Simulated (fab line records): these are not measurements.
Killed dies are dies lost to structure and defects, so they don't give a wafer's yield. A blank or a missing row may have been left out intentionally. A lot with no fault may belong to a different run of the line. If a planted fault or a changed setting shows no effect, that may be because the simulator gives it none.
Chamber matching | flow nand-harc | rie-diel-11 running NHARC_A_CHANNEL_FILL_D1_ETCHBACK_20: 4 sister chambers
The step etches the open film in C4F8/O2/Ar, target depth 27 nm, time 13.5 s. 4 wafers are shown with their chamber, then 7 later ones without.

## WAFERS PAIRED WITH THEIR CHAMBERS
wafer  | chamber | rf-vpp-V (V)
L343.1 | 1       | 977
L342.3 | 0       | 984
L344.4 | 3       | 973
L344.5 | 2       | 984

## WAFERS MISSING THEIR CHAMBER
wafer  | rf-vpp-V (V)
L352.1 | 983
L356.1 | 982
L356.3 | 971
L356.4 | 978
L357.4 | 977
L357.5 | 972
L357.6 | 983

## CHAMBER TAKEN BY EACH
wafer  | from the rows above     | in truth
L352.1 | can't be placed: 0 or 2 | 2
L356.1 | can't be placed: 0 or 2 | 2
L356.3 | 3                       | 3
L356.4 | 1                       | 1
L357.4 | 1                       | 1
L357.5 | 3                       | 3
L357.6 | can't be placed: 0 or 2 | 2
Correctly placed: 4 of 7. These rows do not allow placing 3 (true chamber among the candidates in 3). Number placed wrongly: 0.
How it was worked out, from the rows above alone: a wafer's distance from a chamber is the root of the sum, over the readings, of the square of ((its reading less the chamber's mean) divided by the reading's scatter). The wafer belongs to the nearest chamber; if the next one is less than 2 further off, it can't be placed. For every chamber, the mean is computed from those of its wafers that are shown. The scatter (one wafer shown for each chamber): square how far every hidden wafer sits from the nearest shown wafer, average those squares and take the square root.
